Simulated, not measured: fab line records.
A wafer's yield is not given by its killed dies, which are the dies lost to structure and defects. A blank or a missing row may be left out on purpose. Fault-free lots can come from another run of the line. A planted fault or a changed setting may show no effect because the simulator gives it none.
A sampling plan put to the test -- flow n5Finfet -- one fab line, 41 faults that these records tell of, each judged on the records of the lots that it struck; 2 more are left out, because the records don't allow judging them
The plan consists of the line's own looks: route steps at which the wafer is read by a gauge or an inspection but not changed. A look can be judged if struck wafers have a number there and the file gives its usual mean and standard deviation on fault-free wafers. Caught: the struck wafers' mean, at a look after the fault's first step, is 4 or more of those standard deviations (sigma) away from the usual mean. On the tool: the identical test, applied to the tool's own readings at the steps of the fault. If the struck wafers alone have a blank record, or they carry another recipe, that too counts as caught.

== THE FAULTS, as the simulator had put them in ==
1. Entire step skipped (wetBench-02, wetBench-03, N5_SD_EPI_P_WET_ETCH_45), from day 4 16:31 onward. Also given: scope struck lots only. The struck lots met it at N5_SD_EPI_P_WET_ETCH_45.
2. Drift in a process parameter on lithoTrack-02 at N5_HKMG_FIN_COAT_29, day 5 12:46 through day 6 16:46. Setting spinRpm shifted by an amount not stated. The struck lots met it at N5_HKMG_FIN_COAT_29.
3. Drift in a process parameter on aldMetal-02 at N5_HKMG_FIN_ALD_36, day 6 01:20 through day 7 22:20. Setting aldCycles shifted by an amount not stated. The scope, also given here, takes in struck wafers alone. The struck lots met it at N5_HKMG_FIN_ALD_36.
4. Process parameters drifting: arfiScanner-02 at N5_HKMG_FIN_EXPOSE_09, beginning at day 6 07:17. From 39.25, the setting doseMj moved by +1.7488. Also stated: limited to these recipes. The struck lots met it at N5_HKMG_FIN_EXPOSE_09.
5. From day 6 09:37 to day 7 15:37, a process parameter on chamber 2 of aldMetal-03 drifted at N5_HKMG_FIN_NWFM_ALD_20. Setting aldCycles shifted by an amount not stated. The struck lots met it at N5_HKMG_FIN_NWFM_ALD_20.
6. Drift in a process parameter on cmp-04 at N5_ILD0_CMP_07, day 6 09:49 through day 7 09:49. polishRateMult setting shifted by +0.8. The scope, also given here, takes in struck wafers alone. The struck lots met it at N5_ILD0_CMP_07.
7. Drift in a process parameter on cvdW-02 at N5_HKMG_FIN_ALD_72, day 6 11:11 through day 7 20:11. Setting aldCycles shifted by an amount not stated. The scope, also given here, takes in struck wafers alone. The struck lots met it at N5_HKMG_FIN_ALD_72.
8. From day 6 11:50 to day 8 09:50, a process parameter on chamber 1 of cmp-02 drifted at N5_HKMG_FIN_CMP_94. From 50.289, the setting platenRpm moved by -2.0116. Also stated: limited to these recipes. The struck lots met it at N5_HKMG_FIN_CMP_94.
9. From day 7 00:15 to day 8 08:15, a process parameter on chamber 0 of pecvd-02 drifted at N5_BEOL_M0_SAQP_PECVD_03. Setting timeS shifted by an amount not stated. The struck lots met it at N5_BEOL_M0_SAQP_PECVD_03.
10. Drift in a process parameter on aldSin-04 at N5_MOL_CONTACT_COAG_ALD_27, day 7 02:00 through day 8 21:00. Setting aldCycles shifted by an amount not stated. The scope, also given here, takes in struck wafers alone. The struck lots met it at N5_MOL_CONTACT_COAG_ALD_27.
11. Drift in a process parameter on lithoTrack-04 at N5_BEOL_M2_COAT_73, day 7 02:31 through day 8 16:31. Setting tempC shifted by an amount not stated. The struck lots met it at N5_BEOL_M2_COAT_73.
12. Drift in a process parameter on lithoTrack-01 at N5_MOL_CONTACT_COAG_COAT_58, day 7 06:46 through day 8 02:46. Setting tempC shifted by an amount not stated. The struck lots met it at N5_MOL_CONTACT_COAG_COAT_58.
13. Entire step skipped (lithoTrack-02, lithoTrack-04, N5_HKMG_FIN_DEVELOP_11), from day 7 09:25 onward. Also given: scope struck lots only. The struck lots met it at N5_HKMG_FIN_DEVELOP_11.
14. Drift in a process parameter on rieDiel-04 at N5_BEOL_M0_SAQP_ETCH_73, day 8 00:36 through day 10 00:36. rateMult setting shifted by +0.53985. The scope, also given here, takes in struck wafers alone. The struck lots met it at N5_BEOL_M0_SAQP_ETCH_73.
15. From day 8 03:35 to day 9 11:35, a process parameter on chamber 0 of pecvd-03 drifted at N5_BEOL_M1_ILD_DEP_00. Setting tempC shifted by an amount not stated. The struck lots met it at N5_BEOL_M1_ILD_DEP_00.
16. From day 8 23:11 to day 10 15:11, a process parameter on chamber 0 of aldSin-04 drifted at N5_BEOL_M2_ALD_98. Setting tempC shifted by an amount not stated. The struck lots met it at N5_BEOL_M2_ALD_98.
17. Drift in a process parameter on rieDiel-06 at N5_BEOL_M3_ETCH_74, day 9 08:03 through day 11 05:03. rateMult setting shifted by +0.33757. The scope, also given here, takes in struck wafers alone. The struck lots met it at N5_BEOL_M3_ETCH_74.
18. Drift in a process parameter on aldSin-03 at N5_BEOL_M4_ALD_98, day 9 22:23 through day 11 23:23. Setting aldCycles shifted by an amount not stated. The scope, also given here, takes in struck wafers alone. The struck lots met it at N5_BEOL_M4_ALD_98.
19. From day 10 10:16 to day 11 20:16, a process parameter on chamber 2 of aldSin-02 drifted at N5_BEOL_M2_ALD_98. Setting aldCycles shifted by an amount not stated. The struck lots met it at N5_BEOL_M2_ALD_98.
20. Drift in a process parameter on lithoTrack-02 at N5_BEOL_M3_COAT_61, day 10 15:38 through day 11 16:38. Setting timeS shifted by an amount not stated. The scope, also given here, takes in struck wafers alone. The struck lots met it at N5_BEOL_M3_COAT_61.
21. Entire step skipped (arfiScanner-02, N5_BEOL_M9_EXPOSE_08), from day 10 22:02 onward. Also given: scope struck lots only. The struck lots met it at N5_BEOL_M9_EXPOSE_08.
22. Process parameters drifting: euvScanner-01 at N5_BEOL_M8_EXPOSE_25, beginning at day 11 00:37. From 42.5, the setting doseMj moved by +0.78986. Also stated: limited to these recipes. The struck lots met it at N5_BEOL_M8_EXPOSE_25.
23. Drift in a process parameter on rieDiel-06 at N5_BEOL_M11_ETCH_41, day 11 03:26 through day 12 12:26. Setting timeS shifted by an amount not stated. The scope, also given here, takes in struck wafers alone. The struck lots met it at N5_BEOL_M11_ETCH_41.
24. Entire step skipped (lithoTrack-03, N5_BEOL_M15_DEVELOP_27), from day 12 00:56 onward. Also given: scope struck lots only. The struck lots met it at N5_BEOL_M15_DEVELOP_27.
25. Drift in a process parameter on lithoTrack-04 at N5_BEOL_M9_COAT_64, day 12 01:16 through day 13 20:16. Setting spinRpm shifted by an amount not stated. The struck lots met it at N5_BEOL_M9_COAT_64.
26. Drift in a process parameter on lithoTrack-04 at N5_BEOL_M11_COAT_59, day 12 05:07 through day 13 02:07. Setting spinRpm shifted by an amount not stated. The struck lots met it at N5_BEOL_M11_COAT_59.
27. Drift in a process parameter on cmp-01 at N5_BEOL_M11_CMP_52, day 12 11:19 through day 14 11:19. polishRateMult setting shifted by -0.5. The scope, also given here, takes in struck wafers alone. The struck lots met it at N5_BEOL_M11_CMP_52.
28. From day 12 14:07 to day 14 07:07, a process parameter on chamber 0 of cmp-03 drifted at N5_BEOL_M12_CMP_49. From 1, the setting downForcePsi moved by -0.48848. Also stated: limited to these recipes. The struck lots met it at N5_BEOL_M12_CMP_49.
29. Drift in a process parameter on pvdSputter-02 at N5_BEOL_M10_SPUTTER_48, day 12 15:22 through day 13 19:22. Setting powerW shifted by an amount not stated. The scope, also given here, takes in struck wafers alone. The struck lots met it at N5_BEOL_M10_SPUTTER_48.
30. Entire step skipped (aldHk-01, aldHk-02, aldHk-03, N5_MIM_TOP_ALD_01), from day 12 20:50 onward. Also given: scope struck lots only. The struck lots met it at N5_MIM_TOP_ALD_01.
31. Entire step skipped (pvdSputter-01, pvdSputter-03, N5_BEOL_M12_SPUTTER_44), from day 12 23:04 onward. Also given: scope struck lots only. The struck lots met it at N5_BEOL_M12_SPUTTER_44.
32. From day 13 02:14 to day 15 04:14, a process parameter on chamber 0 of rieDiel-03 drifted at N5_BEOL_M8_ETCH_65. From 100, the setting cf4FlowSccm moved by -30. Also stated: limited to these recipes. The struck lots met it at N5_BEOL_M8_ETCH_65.
33. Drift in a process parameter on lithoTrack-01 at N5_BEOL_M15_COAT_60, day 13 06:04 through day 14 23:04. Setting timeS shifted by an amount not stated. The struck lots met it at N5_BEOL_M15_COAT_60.
34. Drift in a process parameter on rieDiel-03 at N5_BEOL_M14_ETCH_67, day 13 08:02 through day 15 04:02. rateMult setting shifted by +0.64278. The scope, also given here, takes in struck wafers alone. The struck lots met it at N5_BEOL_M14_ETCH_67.
35. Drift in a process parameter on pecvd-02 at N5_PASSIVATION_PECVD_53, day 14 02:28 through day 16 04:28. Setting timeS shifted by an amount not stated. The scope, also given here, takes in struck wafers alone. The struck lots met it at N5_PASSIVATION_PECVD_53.
36. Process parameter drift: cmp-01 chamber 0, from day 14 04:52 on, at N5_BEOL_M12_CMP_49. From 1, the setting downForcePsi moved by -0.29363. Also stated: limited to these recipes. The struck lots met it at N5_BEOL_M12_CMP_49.
37. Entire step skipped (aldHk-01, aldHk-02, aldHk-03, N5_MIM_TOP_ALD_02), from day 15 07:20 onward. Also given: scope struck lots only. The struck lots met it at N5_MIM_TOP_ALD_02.
38. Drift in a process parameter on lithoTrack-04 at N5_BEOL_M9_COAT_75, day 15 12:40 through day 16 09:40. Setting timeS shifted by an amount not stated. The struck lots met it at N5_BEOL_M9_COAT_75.
39. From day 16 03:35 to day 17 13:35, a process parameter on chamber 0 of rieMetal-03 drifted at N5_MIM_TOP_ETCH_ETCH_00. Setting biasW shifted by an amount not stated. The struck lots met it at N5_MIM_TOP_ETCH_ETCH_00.
40. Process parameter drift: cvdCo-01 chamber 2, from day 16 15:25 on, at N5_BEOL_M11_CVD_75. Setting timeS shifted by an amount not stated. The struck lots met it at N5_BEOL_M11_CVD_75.
41. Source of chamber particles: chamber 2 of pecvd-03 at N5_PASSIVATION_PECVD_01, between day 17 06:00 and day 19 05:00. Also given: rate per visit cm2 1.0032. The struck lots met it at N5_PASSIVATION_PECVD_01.

== WHAT THE PLAN SAW ==
fault,on the tool itself,first look that catches it,"reading, sigma",median hours from its first step to that look,hours from the fault's start to the first struck lot there,judged looks passed uncaught
1,the tool's record is blank for the struck wafers,no look after it can be judged,-,-,-,0
2,spinSpeedRpm +99 or beyond sigma,no look after it can be judged,-,-,-,0
3,under 2 sigma,not the one look that can be judged after it,-,-,-,1
4,exposureDoseMJCm2 +39 sigma,no look after it can be judged,-,-,-,0
5,under 2 sigma,no look after it can be judged,-,-,-,0
6,under 2 sigma,N5_ILD0_THK_MEAS_08,thkNm -4.3,0.3,8,0
7,under 2 sigma,no look after it can be judged,-,-,-,0
8,platenRpm -51 sigma,no look after it can be judged,-,-,-,0
9,runLengthS -17 sigma,not the one look that can be judged after it,-,-,-,1
10,runLengthS -99 or beyond sigma,no look after it can be judged,-,-,-,0
11,plateTempC +36 sigma,not the one look that can be judged after it,-,-,-,1
12,plateTempC -16 sigma,no look after it can be judged,-,-,-,0
13,the tool's record is blank for the struck wafers,no look after it can be judged,-,-,-,0
14,etchRfOnTimeS -16 sigma,not the one look that can be judged after it,-,-,-,1
15,susceptorTempC +10 sigma,not the one look that can be judged after it,-,-,-,1
16,susceptorTempC -12 sigma,not the one look that can be judged after it,-,-,-,1
17,etchRfOnTimeS -11 sigma,not the one look that can be judged after it,-,-,-,1
18,under 2 sigma,not the one look that can be judged after it,-,-,-,1
19,under 2 sigma,not the one look that can be judged after it,-,-,-,1
20,runLengthS +99 or beyond sigma,none of the 2 looks that can be judged after it,-,-,-,2
21,no reading that can be judged,no look after it can be judged,-,-,-,0
22,exposureDoseMJCm2 +14 sigma,not the one look that can be judged after it,-,-,-,1
23,runLengthS +53 sigma,no look after it can be judged,-,-,-,0
24,the tool's record is blank for the struck wafers,no look after it can be judged,-,-,-,0
25,spinSpeedRpm +99 or beyond sigma,no look after it can be judged,-,-,-,0
26,spinSpeedRpm +99 or beyond sigma,no look after it can be judged,-,-,-,0
27,overpolishRunS -99 or beyond sigma,N5_BEOL_M11_THK_MEAS_53,M11_THK +43,0.2,6,0
28,overpolishRunS -99 or beyond sigma,no look after it can be judged,-,-,-,0
29,cathodeDcPowerW +99 or beyond sigma,not the one look that can be judged after it,"strongest: rawDefectCount at N5_BEOL_M10_INSPECT_58, +2.2",-,-,1
30,the tool's record is blank for the struck wafers,no look after it can be judged,-,-,-,0
31,the tool's record is blank for the struck wafers,none of the 2 looks that can be judged after it,-,-,-,2
32,cf4FlowSccm -88 sigma,no look after it can be judged,-,-,-,0
33,runLengthS -21 sigma,no look after it can be judged,-,-,-,0
34,etchRfOnTimeS -15 sigma,no look after it can be judged,-,-,-,0
35,runLengthS +14 sigma,no look after it can be judged,-,-,-,0
36,headPressurePsi -99 or beyond sigma,no look after it can be judged,-,-,-,0
37,the tool's record is blank for the struck wafers,no look after it can be judged,-,-,-,0
38,runLengthS -93 sigma,not the one look that can be judged after it,-,-,-,1
39,biasW +58 sigma,no look after it can be judged,-,-,-,0
40,runLengthS -99 or beyond sigma,no look after it can be judged,-,-,-,0
41,only faintly: heaterPowerW -2.0 sigma,no look after it can be judged,-,-,-,0
A dash: the fault is not caught, or the number is missing from these records.

Caught at a look: 2 of 41. Caught on the tool: 33 of 41. By one or the other: 34 of 41.
Faults 1, 2, 4, 8, 9, 10, 11, 12, 13, 14, 15, 16, 17, 20, 22, 23, 24, 25, 26, 28, 29, 30, 31, 32, 33, 34, 35, 36, 37, 38, 39, 40 were caught on the tool alone.
Caught at a look alone: fault 6.
Caught by neither: faults 3, 5, 7, 18, 19, 21, 41.

== THINNER SAMPLING ==
In the worst case, this is how late the first struck lot would be measured if the look that catches a fault measured only every second or every third lot, by lot number:
fault,"struck lots at that look, in order of time",every lot,every second lot,every third lot
6,L568,8 h,may miss it,may miss it
27,"L963, L964, L969",6 h,11 h,may miss all 3
Hours are from the fault's start to the first struck lot that is measured. 4 sigma limit: tested on the pooled struck wafers, so a lone lot may be under it. Other struck lots may not be in these records.

== THE LONGEST TIMED WAY FROM STEP TO LOOK ==
For fault 6, N5_ILD0_CMP_07 and N5_ILD0_THK_MEAS_08 are separated by a median of 0.3 hours. No look between them can be judged.
